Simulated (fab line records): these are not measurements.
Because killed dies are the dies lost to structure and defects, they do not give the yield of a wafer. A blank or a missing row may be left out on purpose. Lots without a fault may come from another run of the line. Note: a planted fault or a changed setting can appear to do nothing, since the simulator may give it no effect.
fab line records    flow n5-finfet
record lots=9  wafers=27  last-day=18
route steps=1938 shown BEOL_M1@774 BEOL_M4@1111 PASSIVATION@1936
lots with no fault: from the same line, run without faults
start-h: start of the lot's first displayed wafer, in hours after the record's first day    wait-h: hours from the lot's prior step to this one    " as in the row above    L1.1+2: several wafers, shown together as one row    - no value, or no start given    * or withheld: withheld    < > ~ a bound
route shown NAME@n: names a module that has steps shown in the file, with the first one's number in the route    usual: mean and standard deviation over wafers with no fault    same: alike in all rows    chamber/n: place in a boat    sites: readings site by site    _std_site: standard deviation across them    _edge_site: outer sites' mean less inner sites'    radius-mm: for every site, how far away it sits from the centre of the wafer    mask NAME#n: copy n    behind: tool/chamber where the wafer was last shaped    hold: why the lot was held/for how many hours/how that ended    device: the transistor (n, p or np) that didn't switch    end of line: the tests these same wafers got at the end of their route    step lacking rows: just its recipe    killed: not the wafer's yield, but the dies lost to structure and defects at the first sort    map: the dies of a wafer, with x for killed, . for not killed, _ for no die there
set.NAME: the setting the step ran with; set.NAME@STEP: the setting that earlier step ran with    model.NAME: the simulator's own value behind a step, which no gauge read
route steps across a sampled set of lots; one table per step, one row per wafer
services: the hour from which a tool's chamber was out of use, counted from the record's first day as start-h (under 0 if before that day), plus the number of hours and why
## steps
# step N5_BEOL_M1_HM_OPEN_17
# recipe chemistry=Cl2/BCl3  target-depth-a=200  overetch-a=60  target=TiN  mask-material=SOC  ion-energy-ev=150  pressure-mtorr=10  icp-w=1000  bias-w=126  Cl2_flow_sccm=53.25  bcl3-flow-sccm=21.75  Ar_flow_sccm=25
# usual drypump-motor-current-A=5.6/0.35  oes_ar_750_au=0.80/0.1  oes-product-au=0.67/0.082  throttle-valve-pct=22.00/0.22
lot.wafer  tool          chamber  start-h  wait-h  drypump-motor-current-A  oes_ar_750_au  oes-product-au  rf-hours-counter-h  throttle-valve-pct
L978.1     rie-metal-01  1        140.54   0.0     5.9                      0.70           0.60            87                  21.98
L978.2     "             0        "        "       5.9                      0.80           0.68            34                  21.62
L978.5     "             0        "        "       5.9                      0.80           0.69            -                   21.61
L980.2     rie-metal-01  1        159.94   0.0     5.8                      0.70           0.58            90                  22.00
L980.3     "             0        "        "       5.9                      0.79           0.67            -                   21.66
L980.4     "             1        "        "       5.8                      0.69           0.58            -                   22.00
L982.2     rie-metal-01  0        166.41   0.0     5.9                      0.79           0.67            37                  21.64
L982.5     "             0        "        "       5.9                      0.79           0.67            -                   21.64
L982.6     "             1        "        "       5.8                      0.70           0.59            -                   21.99
L983.1     rie-metal-01  1        169.27   0.0     5.9                      0.69           0.59            90                  22.00
L983.5     "             1        "        "       5.8                      0.70           0.59            -                   21.99
L983.6     "             0        "        "       5.9                      0.79           0.67            -                   21.64
L988.1     rie-metal-01  0        205.91   0.0     5.9                      0.77           0.66            41                  21.65
L988.4     "             1        "        "       5.8                      0.69           0.58            -                   21.99
L988.5     "             0        "        "       5.9                      0.78           0.64            -                   21.69
L994.2     rie-metal-03  0        235.54   0.0     6.0                      0.70           0.62            73                  22.16
L994.4     "             0        "        "       6.0                      0.70           0.62            -                   22.14
L994.5     "             0        "        "       6.0                      0.70           0.62            -                   22.15
L995.2     rie-metal-02  1        240.37   0.0     5.5                      0.88           0.73            16                  22.15
L995.4     "             0        "        "       5.2                      0.90           0.76            -                   22.04
L995.6     "             0        "        "       5.2                      0.90           0.75            -                   22.05
L996.1     rie-metal-03  0        245.60   0.0     6.0                      0.70           0.60            74                  22.15
L996.4     "             1        "        "       4.9                      0.86           0.75            -                   22.23
L996.5     "             0        "        "       6.0                      0.70           0.61            -                   22.17
L998.4     rie-metal-02  0        267.16   0.1     5.2                      0.89           0.76            -                   22.03
L998.5     "             0        "        "       5.2                      0.89           0.76            -                   22.04
L998.6     "             1        "        "       5.6                      0.87           0.70            -                   22.20
# step N5_BEOL_M1_OVL_MEAS_29
# recipe points-per-wafer=522
# usual V0_OVL=-0.4/0.63
lot.wafer  tool        chamber  start-h  wait-h  V0_OVL[nm]
L978.1     overlay-02  0        141.07   0.0     0.9
L978.2     "           0        "        "       0.3
L978.5     "           0        "        "       0.0
L980.2     overlay-01  0        160.60   0.0     -0.9
L980.3     "           0        "        "       -1.2
L980.4     "           0        "        "       -0.5
L982.2     overlay-02  0        166.94   0.0     0.0
L982.5     "           0        "        "       -0.7
L982.6     "           0        "        "       -0.6
L983.1     overlay-02  0        169.82   0.0     -1.0
L983.5     "           0        "        "       -1.4
L983.6     "           0        "        "       -1.8
L988.1     overlay-01  0        206.44   0.0     -0.5
L988.4     "           0        "        "       -0.3
L988.5     "           0        "        "       -1.4
L994.2     overlay-02  0        236.08   0.0     0.8
L994.4     "           0        "        "       0.0
L994.5     "           0        "        "       1.1
L995.2     overlay-01  0        241.03   0.0     -1.2
L995.4     "           0        "        "       -1.0
L995.6     "           0        "        "       -1.3
L996.1     overlay-02  0        246.29   0.0     0.1
L996.4     "           0        "        "       -1.2
L996.5     "           0        "        "       -0.4
L998.4     overlay-02  0        268.03   0.1     -1.4
L998.5     "           0        "        "       -0.9
L998.6     "           0        "        "       -0.4
# step N5_BEOL_M1_STRIP_97
# recipe chemistry=N2/H2  time-s=10  power-w=450  temp-c=40  pressure-mtorr=20  rf-frequency-hz=6e+07  bias-power-w=7  n2-flow-sccm=200  h2-flow-sccm=200
# usual drypump-motor-current-A=5.9/0.4  h2-flow-sccm=199.9/0.59  oes-product-au=0.76/0.074  rf-vpp-V=59.3/0.84  showerhead-plenum-p-Torr=2.57/0.072  throttle-valve-pct=23.7/0.32
lot.wafer  tool         chamber  start-h  wait-h  drypump-motor-current-A  h2-flow-sccm  oes-product-au  rf-hours-counter-h  rf-vpp-V  showerhead-plenum-p-Torr  throttle-valve-pct
L978.1     rie-diel-04  2        -        -       6.4                      199.1         0.69            225                 58.8      2.62                      24.0
L978.2     "            0        "        "       6.1                      200.0         0.86            60                  58.7      2.59                      23.3
L978.5     "            1        "        "       6.4                      199.0         0.76            -                   60.2      2.64                      23.3
L980.2     rie-diel-03  2        -        -       5.7                      200.0         0.84            67                  59.8      2.47                      23.3
L980.3     "            1        "        "       5.8                      199.0         0.70            196                 59.4      2.64                      23.8
L980.4     "            0        "        "       6.2                      199.4         0.69            -                   59.7      2.62                      24.0
L982.2     rie-diel-03  2        -        -       5.7                      201.4         0.84            68                  58.2      2.47                      23.3
L982.5     "            0        "        "       6.1                      200.3         0.69            -                   61.5      2.62                      24.1
L982.6     "            2        "        "       5.7                      200.9         0.82            -                   57.5      2.47                      23.3
L983.1     rie-diel-06  1        -        -       5.3                      199.4         0.76            138                 59.3      2.55                      24.0
L983.5     "            3        "        "       6.0                      200.4         0.71            -                   59.5      2.42                      23.9
L983.6     "            2        "        "       5.5                      200.4         0.82            -                   58.5      2.47                      23.5
L988.1     rie-diel-06  1        -        -       5.3                      199.7         0.74            150                 58.6      2.54                      24.0
L988.4     "            2        "        "       5.5                      199.5         0.79            -                   58.6      2.46                      23.5
L988.5     "            1        "        "       5.3                      200.5         0.74            -                   59.9      2.54                      24.0
L994.2     rie-diel-04  0        -        -       6.1                      199.4         0.83            84                  59.7      2.58                      23.4
L994.4     "            1        "        "       6.3                      200.1         0.73            -                   59.0      2.63                      23.3
L994.5     "            3        "        "       5.4                      200.4         0.73            -                   60.1      2.63                      23.9
L995.2     rie-diel-06  1        -        -       5.3                      199.3         0.74            165                 60.3      2.53                      24.0
L995.4     "            3        "        "       6.0                      199.6         0.70            222                 59.4      2.41                      23.9
L995.6     "            0        "        "       5.4                      200.6         0.69            -                   58.4      2.50                      23.9
L996.1     rie-diel-04  3        -        -       5.3                      198.9         0.72            211                 60.3      2.62                      24.0
L996.4     "            0        "        "       6.1                      199.5         0.82            90                  60.2      2.58                      23.4
L996.5     "            1        "        "       6.4                      200.1         0.72            -                   58.8      2.63                      23.3
L998.4     rie-diel-04  1        -        -       6.3                      199.2         0.72            171                 59.2      2.63                      23.3
L998.5     "            0        "        "       6.1                      200.3         0.82            -                   60.5      2.58                      23.4
L998.6     "            3        "        "       5.4                      200.5         0.72            -                   60.1      2.62                      24.0
# step N5_BEOL_M1_OCD_MEAS_38
# usual trench-depth-nm=54.3/1.3
lot.wafer  tool    chamber  start-h  wait-h  trench-depth-nm
L978.1     ocd-01  -        158.60   -       55.6
L978.2     "       -        "        "       54.0
L978.5     "       -        "        "       54.6
L980.2     ocd-01  -        168.97   -       55.4
L980.3     "       -        "        "       52.6
L980.4     "       -        "        "       53.5
L982.2     ocd-02  -        172.13   -       56.9
L982.5     "       -        "        "       54.5
L982.6     "       -        "        "       56.6
L983.1     ocd-02  -        175.21   -       53.3
L983.5     "       -        "        "       53.3
L983.6     "       -        "        "       55.5
L988.1     ocd-02  -        212.58   -       53.2
L988.4     "       -        "        "       56.5
L988.5     "       -        "        "       48.7
L994.2     ocd-02  -        239.60   -       54.1
L994.4     "       -        "        "       53.0
L994.5     "       -        "        "       54.7
L995.2     ocd-02  -        260.11   -       52.4
L995.4     "       -        "        "       52.6
L995.6     "       -        "        "       54.7
L996.1     ocd-01  -        260.38   -       54.3
L996.4     "       -        "        "       53.4
L996.5     "       -        "        "       53.2
L998.4     ocd-02  -        271.33   -       53.7
L998.5     "       -        "        "       54.0
L998.6     "       -        "        "       54.8
# step N5_BEOL_M1_ALD_84
# recipe material=TaN  target-thk-a=*  temp-c=275  ald-precursor-family=PDMAT  ald-co-reactant=NH3  pressure-torr=3  carrier-flow-sccm=1500  pulse-time-s=2  purge-time-s=3  co-reactant-purge-time-s=2  co-reactant-pulse-time-s=3  ald-cycles=30  precursor-vessel-temp-c=75  precursor-vessel-pressure-torr=26.25  precursor-vessel-carrier-sccm=1000
# usual heater-power-w=417/46  precursor-vessel-carrier-sccm=1000/3.2
# same co-reactant-purge-time-s=2
lot.wafer  tool          chamber  start-h  wait-h  heater-power-w  precursor-vessel-carrier-sccm
L978.1     ald-metal-04  0        159.15   0.1     413             1001
L978.2     "             3        "        "       454             998
L978.5     "             1        "        "       345             1004
L980.2     ald-metal-04  2        169.51   0.0     403             1003
L980.3     "             1        "        "       340             998
L980.4     "             0        "        "       407             996
L982.2     ald-metal-04  2        172.63   0.0     412             1005
L982.5     "             1        "        "       342             997
L982.6     "             2        "        "       400             1005
L983.1     ald-metal-03  1        175.96   0.3     371             1000
L983.5     "             1        "        "       374             1000
L983.6     "             0        "        "       479             1003
L988.1     ald-metal-04  1        213.20   0.1     334             994
L988.4     "             3        "        "       463             997
L988.5     "             0        "        "       412             999
L994.2     ald-metal-03  0        240.05   0.1     473             1000
L994.4     "             1        "        "       373             996
L994.5     "             3        "        "       431             1002
L995.2     ald-metal-03  3        260.63   0.1     412             1004
L995.4     "             0        "        "       487             998
L995.6     "             3        "        "       415             1002
L996.1     ald-metal-02  1        261.07   0.1     435             1005
L996.4     "             0        "        "       362             1001
L996.5     "             1        "        "       428             1001
L998.4     ald-metal-02  0        271.78   0.1     357             1001
L998.5     "             1        "        "       428             997
L998.6     "             2        "        "       484             1000
# step N5_BEOL_M4_RC_MEAS_101
# usual DIBL_N=36.3/1.8  DIBL_P=36.5/2.1  IOFF_N=0.16/0.031  IOFF_P=0.22/0.038  ION_N=677/12  ION_P=466/7.8  SS_N=71.5/0.61  SS_P=73.2/0.7  VT_N=249/3  VT_P=-248.9/3
lot.wafer  tool       chamber  start-h  wait-h  DIBL_N[mV/V]  DIBL_P[mV/V]  IOFF_N[nA/um]  IOFF_P[nA/um]  ION_N[uA/um]  ION_P[uA/um]  SS_N[mV/dec]  SS_P[mV/dec]  VT_N[mV]  VT_P[mV]
L978.1     prober-02  0        201.17   0.8     35.9          36.8          0.15           0.20           667           456           72.2          73.3          250       -249.2
L978.2     "          0        "        "       36.7          37.7          0.17           0.22           664           459           72.4          73.4          252       -251.5
L978.5     "          0        "        "       36.4          37.2          0.16           0.20           687           463           71.9          73.5          248       -251.7
L982.2     prober-02  0        217.02   0.2     35.5          37.0          0.17           0.27           689           478           71.1          73.5          246       -243.1
L982.5     "          0        "        "       34.6          35.8          0.15           0.24           687           480           71.0          72.2          249       -246.4
L982.6     "          0        "        "       39.3          42.0          0.28           0.38           708           488           72.2          73.6          238       -240.6
L983.1     prober-02  0        226.11   0.0     36.3          36.3          0.14           0.18           665           455           71.3          73.1          252       -255.5
L983.5     "          0        "        "       34.8          34.0          0.12           0.15           664           455           71.0          72.9          256       -258.4
L983.6     "          0        "        "       38.2          39.1          0.18           0.22           693           465           70.9          74.1          249       -252.0
L980.2     prober-01  0        231.71   0.2     38.0          38.8          0.20           0.24           697           470           72.1          74.1          246       -249.7
L980.3     "          0        "        "       38.9          39.3          0.21           0.25           705           468           71.5          74.0          246       -250.0
L980.4     "          0        "        "       37.6          37.4          0.17           0.22           679           458           71.4          74.1          249       -252.2
L988.1     prober-01  0        263.90   0.0     37.1          35.6          0.15           0.21           672           465           72.3          73.7          253       -248.6
L988.4     "          0        "        "       38.7          37.7          0.19           0.25           687           471           72.5          73.8          250       -247.8
L988.5     "          0        "        "       38.9          38.3          0.18           0.27           679           467           72.9          73.5          250       -247.4
L994.2     prober-01  0        284.47   0.2     38.0          37.9          0.18           0.22           666           456           71.7          74.5          249       -250.5
L994.4     "          0        "        "       38.1          39.2          0.18           0.24           680           475           72.4          73.8          248       -251.5
L994.5     "          0        "        "       37.2          37.7          0.17           0.21           685           466           71.8          73.5          246       -250.0
L995.2     prober-02  0        300.58   0.2     33.1          33.0          0.12           0.19           661           466           70.7          71.9          255       -247.7
L995.4     "          0        "        "       34.5          34.4          0.14           0.21           685           470           70.8          73.4          251       -247.6
L995.6     "          0        "        "       35.5          35.7          0.16           0.23           669           469           70.9          72.7          248       -248.0
L996.1     prober-02  0        307.68   0.0     32.2          32.2          0.10           0.15           641           449           70.8          72.1          256       -254.0
L996.4     "          0        "        "       32.5          32.5          0.11           0.15           671           462           70.4          72.4          255       -252.8
L996.5     "          0        "        "       33.8          33.8          0.12           0.17           650           453           70.7          72.5          253       -252.0
L998.4     prober-01  0        313.39   0.5     34.1          35.5          0.14           0.20           680           469           71.8          72.6          250       -250.0
L998.5     "          0        "        "       34.1          34.8          0.14           0.19           661           457           71.4          72.4          249       -249.1
L998.6     "          0        "        "       38.3          40.8          0.23           0.31           698           477           71.7          73.5          245       -246.5
# step N5_PASSIVATION_PROBE_49
# usual defect-limited-yield=91.2/1.5  killed_at_M0_to_M3=33/9.6  killed_at_M4_up=14/5.6  killed-at-contacts=14/5.5  killed-at-front-end=40/13  killed-at-other=4/3  killed-dies=104/17  killed-open=68/13  killed-short=33/7.2  sort_bin_4_leakage=0.00/0.014  sort_bin_5_function=5.2/0.95  sort_bin_6_memory=3.3/0.62  sort_bin_8_speed=0.00/0.012  sort-n-pass=1076/17  sort-yield-pct=91.2/1.5
# same gross-dies=1180  killed-at-back-side=0
lot.wafer  tool       chamber  start-h  wait-h  defect-limited-yield[%]  killed_at_M0_to_M3  killed_at_M4_up  killed-at-contacts  killed-at-front-end  killed-at-other  killed-dies  killed-open  killed-short  sort_bin_4_leakage[%]  sort_bin_5_function[%]  sort_bin_6_memory[%]  sort_bin_8_speed[%]  sort-n-pass  sort-yield-pct[%]
L988.1     prober-01  -        372.57   0.0     90.7                     36                  8                11                  47                   8                110          68           36            0                      5.6                     3.1                   0                    1070         90.7
L988.4     prober-01  -        372.72   0.2     91.0                     19                  11               13                  54                   9                106          62           38            0                      5.3                     3.3                   0                    1074         91.0
L988.5     prober-01  -        372.77   0.2     85.4                     86                  9                13                  50                   14               172          69           31            0                      10.6                    3.5                   0                    1008         85.4
# killed by level:class
L988.1 FIN_SAQP:geometric-particle:open=13 BEOL_M0_SAQP:geometric-particle:open=13 FIN_SAQP:geometric-particle:short=10 STI_FIN_REVEAL:geometric-particle:open=9 BEOL_M0_SAQP:geometric-particle:short=9 MOL_CONTACT_COAG:geometric-particle:open=8 BEOL_M2:geometric-particle:open=6 PASS1_DEP:geometric-particle:open=4
L988.4 STI_FIN_REVEAL:geometric-particle:open=11 FIN_SAQP:geometric-particle:open=10 MOL_CONTACT_COAG:geometric-particle:open=9 FIN_SAQP:geometric-particle:short=6 ILD0:geometric-particle:short=6 GATE_CUT:geometric-particle:open=6 BEOL_M2:geometric-particle:open=6 BEOL_M0_SAQP:geometric-particle:open=4
L988.5 BEOL_M1:area-open=62 STI_FIN_REVEAL:geometric-particle:open=18 MOL_CONTACT_COAG:geometric-particle:open=13 FIN_SAQP:geometric-particle:short=8 FIN_SAQP:geometric-particle:open=6 BEOL_M3:geometric-particle:open=6 STARTING-WAFER:geometric-particle:short=5 BEOL_M2:geometric-particle:open=4
## services
tool          chamber  start-h  hours  kind
rie-diel-04   -        122.71   2.8    pm
rie-metal-02  0        150.13   -      clean
rie-metal-02  0        150.13   25.4   scheduled-down
rie-metal-02  0        150.13   25.4   vent-cycle
ald-metal-03  3        152.04   7.2    repair
rie-diel-03   3        166.76   -      clean
rie-diel-03   3        166.76   -      consumable-replace:focus-ring
ald-metal-04  -        175.44   6.2    repair
rie-metal-02  1        198.71   15.0   repair
rie-diel-06   0        211.47   8.5    repair
ald-metal-03  2        216.14   3.1    repair
rie-diel-03   0        224.48   -      clean
rie-diel-03   0        224.48   -      consumable-replace:focus-ring
rie-diel-03   0        224.48   20.7   scheduled-down
rie-diel-03   0        224.48   20.7   vent-cycle
rie-diel-04   2        234.06   -      clean
rie-diel-04   2        234.06   -      consumable-replace:focus-ring
rie-diel-04   2        234.06   14.5   scheduled-down
rie-diel-04   2        234.06   14.5   vent-cycle
rie-metal-01  -        241.19   2.8    pm
## key
first-sign step=N5_BEOL_M1_OCD_MEAS_38  reading=trench-depth-nm  direction=down  sigmas=4.2  usual=54.3  struck=48.7
effect step=N5_PASSIVATION_PROBE_49  reading=sort_bin_5_function  direction=up  sigmas=5.7  usual=5.2  struck=10.6
more-kills-born-at N5_BEOL_M1_HM_OPEN_17@rie-metal-01=62
met-at N5_BEOL_M1_HM_OPEN_17
struck-lots L988
struck-wafers L988.5
not-acting-at N5_BEOL_M1_OVL_MEAS_29,N5_BEOL_M1_STRIP_97,N5_BEOL_M1_ALD_84
onset-between 169.27 205.91
fault kind=process-parameter-drift  tool=rie-metal-01  chamber=-  onset-h=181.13  steps=N5_BEOL_M1_HM_OPEN_17  channel=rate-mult  offset=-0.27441  shape=step  end-h=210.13  scope=struck-wafers-only
